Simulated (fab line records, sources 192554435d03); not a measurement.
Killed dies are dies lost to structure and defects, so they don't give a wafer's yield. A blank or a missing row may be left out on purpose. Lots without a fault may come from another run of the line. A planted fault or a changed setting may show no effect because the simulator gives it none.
Which tool did it? | flow n5_finfet | 9 lots, 26 wafers sampled, at 8 steps of a route of 1938

WHAT THE GAUGES READ, wafer by wafer
N5_FIN_SAQP_OCD_MEAS_76. Usual: trench_depth_nm 122.3 nm, standard deviation 2.8.
lot  | measured    | on     | trench_depth_nm (nm) | flag
L201 | day 2 20:37 | ocd-02 | 117.1 120.3 116.2    |
L203 | day 3 08:01 | ocd-01 | 118.8 119.3 118.9    |
L204 | day 3 14:17 | ocd-01 | 124.3 121.0 123.4    |
L208 | day 4 14:14 | ocd-02 | 122.3 126.2 122.8    |
L209 | day 4 22:11 | ocd-02 | 125.8 122.7 126.3    |
L210 | day 5 02:42 | ocd-01 | 118.9 119.8 118.2    |
L212 | day 5 14:40 | ocd-02 | 125.3 125.5 124.9    |
L216 | day 6 15:11 | ocd-02 | 125.3 125.3 125.4    |
L221 | day 7 21:29 | ocd-01 | 125.3 117.9          |

N5_FIN_SAQP_INSPECT_40: inspects for defects (brightfield). Usual: raw_defect_count 228, standard deviation 68.
lot  | measured    | on                | raw_defect_count | flag
L201 | day 2 20:38 | defect_inspect-01 | 163 250 181      |
L203 | day 3 08:03 | defect_inspect-02 | 134 123 146      |
L204 | day 3 14:19 | defect_inspect-02 | 271 186 220      |
L208 | day 4 14:16 | defect_inspect-01 | 198 206 234      |
L209 | day 4 22:13 | defect_inspect-02 | 215 299 293      |
L210 | day 5 02:46 | defect_inspect-01 | 233 361 319      |
L212 | day 5 14:41 | defect_inspect-01 | 245 857 202      | OFF
L216 | day 6 15:13 | defect_inspect-01 | 184 306 265      |
L221 | day 7 21:31 | defect_inspect-01 | 198 218          |

N5_FIN_CUT_INSPECT_10: inspects for defects (brightfield). Usual: raw_defect_count 41, standard deviation 12.
lot  | measured    | on                | raw_defect_count | flag
L201 | day 2 21:10 | defect_inspect-02 | 35 42 34         |
L203 | day 3 08:26 | defect_inspect-02 | 20 26 18         |
L204 | day 3 14:50 | defect_inspect-02 | 38 36 46         |
L208 | day 4 14:40 | defect_inspect-01 | 41 43 36         |
L209 | day 4 22:38 | defect_inspect-01 | 45 71 72         |
L210 | day 5 03:09 | defect_inspect-01 | 40 54 54         |
L212 | day 5 15:12 | defect_inspect-02 | 41 658 34        | OFF
L216 | day 6 15:36 | defect_inspect-01 | 39 70 51         |
L221 | day 7 22:02 | defect_inspect-02 | 32 28            |

N5_FIN_CUT_INSPECT_17: inspects for defects (brightfield). Usual: raw_defect_count 235, standard deviation 70.
lot  | measured    | on                | raw_defect_count | flag
L201 | day 2 22:09 | defect_inspect-01 | 193 277 188      |
L203 | day 3 09:26 | defect_inspect-02 | 142 112 146      |
L204 | day 3 15:56 | defect_inspect-01 | 344 234 274      |
L208 | day 4 15:44 | defect_inspect-02 | 176 167 185      |
L209 | day 4 23:46 | defect_inspect-02 | 201 297 291      |
L210 | day 5 04:06 | defect_inspect-02 | 202 323 262      |
L212 | day 5 16:09 | defect_inspect-02 | 194 813 164      |
L216 | day 6 16:37 | defect_inspect-01 | 180 300 263      |
L221 | day 7 23:03 | defect_inspect-01 | 186 206          |

N5_BEOL_M4_RC_MEAS_101. Usual: DIBL_N 36.8 mV/V, standard deviation 2.2; DIBL_P 37.0 mV/V, standard deviation 2.8; IOFF_N 0.18 nA/um, standard deviation 0.043; IOFF_P 0.23 nA/um, standard deviation 0.05; ION_N 680 uA/um, standard deviation 14; ION_P 466 uA/um, standard deviation 9.1; SS_N 71.7 mV/dec, standard deviation 0.74; SS_P 73.5 mV/dec, standard deviation 0.79; VT_N 248 mV, standard deviation 4; VT_P -249 mV, standard deviation 4.1.
lot  | measured     | on        | DIBL_N (mV/V)  | DIBL_P (mV/V)  | IOFF_N (nA/um) | IOFF_P (nA/um) | ION_N (uA/um) | ION_P (uA/um) | SS_N (mV/dec)  | SS_P (mV/dec)  | VT_N (mV)   | VT_P (mV)      | flag
L201 | day 9 05:10  | prober-01 | 35.7 36.3 37.7 | 36.9 38.2 40.2 | 0.18 0.17 0.23 | 0.19 0.19 0.24 | 677 667 700   | 453 456 467   | 71.6 71.6 72.0 | 73.4 73.1 73.6 | 243 253 244 | -254 -253 -250 |
L203 | day 9 11:35  | prober-01 | 36.2 39.3 36.2 | 37.8 41.7 38.4 | 0.16 0.21 0.15 | 0.20 0.29 0.20 | 681 692 676   | 464 469 463   | 72.4 73.0 71.3 | 72.9 74.6 72.4 | 250 247 249 | -251 -248 -251 |
L204 | day 9 13:09  | prober-02 | 38.0 39.4 34.8 | 36.7 38.2 32.6 | 0.21 0.22 0.13 | 0.23 0.24 0.16 | 690 699 684   | 468 469 462   | 71.7 72.1 71.1 | 73.6 74.7 72.6 | 246 249 253 | -250 -248 -253 |
L208 | day 10 14:43 | prober-02 | 40.1 38.5 42.5 | 39.8 38.5 42.6 | 0.20 0.19 0.27 | 0.30 0.28 0.36 | 671 681 700   | 470 477 479   | 72.0 71.6 73.1 | 74.3 73.3 74.9 | 249 246 244 | -244 -243 -242 |
L209 | day 10 16:55 | prober-02 | 34.7 41.5 35.7 | 34.0 41.0 35.2 | 0.14 0.31 0.15 | 0.24 0.40 0.25 | 676 701 664   | 480 489 473   | 70.9 72.6 70.8 | 73.9 74.7 72.8 | 251 239 253 | -245 -237 -245 |
L210 | day 10 22:02 | prober-01 | 36.0 34.0 36.7 | 34.8 31.5 34.3 | 0.18 0.13 0.18 | 0.22 0.17 0.21 | 691 668 687   | 467 462 474   | 71.4 70.7 71.0 | 72.5 71.9 72.6 | 247 255 249 | -250 -251 -248 |
L212 | day 11 14:02 | prober-02 | 39.4 34.7 35.5 | 41.1 32.9 35.6 | 0.25 0.14 0.15 | 0.29 0.15 0.20 | 703 672 670   | 478 454 461   | 72.8 71.4 71.3 | 74.9 72.9 72.9 | 243 250 250 | -244 -255 -252 |
L216 | day 12 20:48 | prober-02 | 34.6 30.4 39.2 | 34.2 29.0 40.9 | 0.13 0.08 0.25 | 0.19 0.12 0.31 | 664 636 695   | 457 441 474   | 70.7 69.9 71.6 | 73.0 71.5 74.1 | 252 259 242 | -251 -257 -244 |
L221 | day 13 11:31 | prober-02 | 36.7 37.7      | 37.9 40.2      | 0.20 0.22      | 0.26 0.31      | 686 701       | 474 487       | 72.2 72.3      | 73.6 74.8      | 243 242     | -244 -241      |

WHICH TOOL RAN EACH LOT (tool, then ch and the chambers of the sampled wafers, then the start)
lot  | N5_FIN_SAQP_RECESS_71             | N5_FIN_SAQP_ETCH_34               | N5_FIN_SAQP_FIN_ETCH_36
L201 | vapor_etch-02 ch 0,1, day 2 19:23 | rie_diel-05 ch 0,3, day 2 20:11   | rie_si-03 ch 0,2,3, day 2 20:23
L203 | vapor_etch-01 ch 0,1, day 3 06:24 | rie_diel-05 ch 0,2,3, day 3 07:35 | rie_si-05 ch 2,3, day 3 07:48
L204 | vapor_etch-01 ch 0,1, day 3 12:56 | rie_diel-06 ch 1,3, day 3 13:51   | rie_si-06 ch 0,1,2, day 3 14:04
L208 | vapor_etch-01 ch 0,1, day 4 12:52 | rie_diel-06 ch 0,1, day 4 13:49   | rie_si-06 ch 1,2, day 4 14:01
L209 | vapor_etch-02 ch 0,1, day 4 20:50 | rie_diel-04 ch 2,3, day 4 21:45   | rie_si-06 ch 0,1,2, day 4 21:58
L210 | vapor_etch-01 ch 0,1, day 5 01:29 | rie_diel-04 ch 1,2,3, day 5 02:16 | rie_si-03 ch 0,1,2, day 5 02:29
L212 | vapor_etch-01 ch 0,1, day 5 13:26 | rie_diel-04 ch 0,1,2, day 5 14:13 | rie_si-06 ch 0,3, day 5 14:26
L216 | vapor_etch-02 ch 0,1, day 6 13:44 | rie_diel-06 ch 0,2,3, day 6 14:44 | rie_si-06 ch 0,2,3, day 6 14:58
L221 | vapor_etch-02 ch 0,1, day 7 20:05 | rie_diel-06 ch 0,3, day 7 21:04   | rie_si-05 ch 0,3, day 7 21:19
- N5_FIN_SAQP_RECESS_71: chemistry HF/NH3, target SiO2, target depth 3 nm, afs cycles 1, sublimation time 60 s.
- N5_FIN_SAQP_ETCH_34: etches SiO2 in C4F6/O2, target depth 45 nm, time 15 s.
- N5_FIN_SAQP_FIN_ETCH_36: etches the open film in HBr/Cl2/O2, target depth 120 nm, time 50.4 s.

WHAT THE TOOLS THEMSELVES READ (means of the sampled wafers that have a number; where no wafer has one, the mark that the record gives instead)
N5_FIN_SAQP_RECESS_71. Usual: drypump_motor_current_A 5.9 A, standard deviation 0.4.
lot  | tool          | drypump_motor_current_A (A) | flag
L201 | vapor_etch-02 | 6.2                         |
L203 | vapor_etch-01 | 5.8                         |
L204 | vapor_etch-01 | 5.9                         |
L208 | vapor_etch-01 | 5.8                         |
L209 | vapor_etch-02 | 5.8                         |
L210 | vapor_etch-01 | 6.0                         |
L212 | vapor_etch-01 | 5.8                         |
L216 | vapor_etch-02 | 6.2                         |
L221 | vapor_etch-02 | 6.0                         |

N5_FIN_SAQP_ETCH_34. Usual: drypump_motor_current_A 5.7 A, standard deviation 0.59; etch_rf_on_time_s 14.92 s, standard deviation 0.18; oes_product_au 0.65 a.u., standard deviation 0.057; rf_vpp_V 674 V, standard deviation 18; showerhead_plenum_p_Torr 2.85 Torr, standard deviation 0.1; throttle_valve_pct 21.18 %, standard deviation 0.3.
lot  | tool        | drypump_motor_current_A (A) | etch_rf_on_time_s (s) | oes_product_au (a.u.) | rf_vpp_V (V) | showerhead_plenum_p_Torr (Torr) | throttle_valve_pct (%) | flag
L201 | rie_diel-05 | 5.3                         | 14.67                 | 0.62                  | 676          | 2.80                            | 21.27                  |
L203 | rie_diel-05 | 5.5                         | 14.80                 | 0.69                  | 674          | 2.84                            | 20.97                  |
L204 | rie_diel-06 | 5.5                         | 14.77                 | 0.70                  | 679          | 2.86                            | 20.97                  |
L208 | rie_diel-06 | 5.7                         | 15.05                 | 0.61                  | 650          | 2.80                            | 21.27                  |
L209 | rie_diel-04 | 6.0                         | 15.04                 | 0.65                  | 685          | 2.78                            | 21.33                  |
L210 | rie_diel-04 | 5.9                         | 15.17                 | 0.62                  | 675          | 2.84                            | 21.40                  |
L212 | rie_diel-04 | 6.1                         | 14.91                 | 0.62                  | 679          | 2.89                            | 21.28                  |
L216 | rie_diel-06 | 5.7                         | 14.83                 | 0.67                  | 677          | 2.90                            | 21.09                  |
L221 | rie_diel-06 | 6.1                         | 14.95                 | 0.64                  | 672          | 2.83                            | 21.19                  |

N5_FIN_SAQP_FIN_ETCH_36. Usual: drypump_motor_current_A 5.6 A, standard deviation 0.37; oes_product_au 1.012 a.u., standard deviation 0.021; throttle_valve_pct 36.0 %, standard deviation 0.4.
lot  | tool      | drypump_motor_current_A (A) | oes_product_au (a.u.) | throttle_valve_pct (%) | flag
L201 | rie_si-03 | 5.4                         | 0.987                 | 36.1                   |
L203 | rie_si-05 | 5.4                         | 0.984                 | 35.7                   |
L204 | rie_si-06 | 5.8                         | 1.015                 | 35.8                   |
L208 | rie_si-06 | 5.7                         | 1.025                 | 35.7                   |
L209 | rie_si-06 | 5.8                         | 1.025                 | 35.8                   |
L210 | rie_si-03 | 5.7                         | 0.999                 | 36.2                   |
L212 | rie_si-06 | 5.2                         | 1.033                 | 36.1                   |
L216 | rie_si-06 | 5.4                         | 1.027                 | 35.8                   |
L221 | rie_si-05 | 5.7                         | 0.996                 | 36.1                   |

THE ANSWER, worked out from the rows above alone
Rule: a lot is off if the mean of its wafers that have a number lies more than 3 standard deviations from the usual mean. A lot without any number at a reading at which 4 lots or more have one is off too. The other lots that the step has rows for count as sound. The gauges are gone through in route order, then the tools' own readings, and for those a lot's mean is taken as printed above. The first step at which some lot is off is used, and at that step the reading that is off furthest; a lot without a number counts as furthest.
Off: L212, at N5_FIN_SAQP_INSPECT_40 (raw_defect_count).
A tool fits if, at a process step before that reading, it ran every lot that is off, and no sound lot after the first of them. The gauges at N5_FIN_SAQP_INSPECT_40 aren't tried: what is off there is off at N5_FIN_CUT_INSPECT_10 too, on other tools, and a gauge's error can't cause that. Can't be told from this: 2 tools fit, vapor_etch-01 at N5_FIN_SAQP_RECESS_71, rie_diel-04 at N5_FIN_SAQP_ETCH_34.

WHAT THE SIMULATOR HAD PUT IN
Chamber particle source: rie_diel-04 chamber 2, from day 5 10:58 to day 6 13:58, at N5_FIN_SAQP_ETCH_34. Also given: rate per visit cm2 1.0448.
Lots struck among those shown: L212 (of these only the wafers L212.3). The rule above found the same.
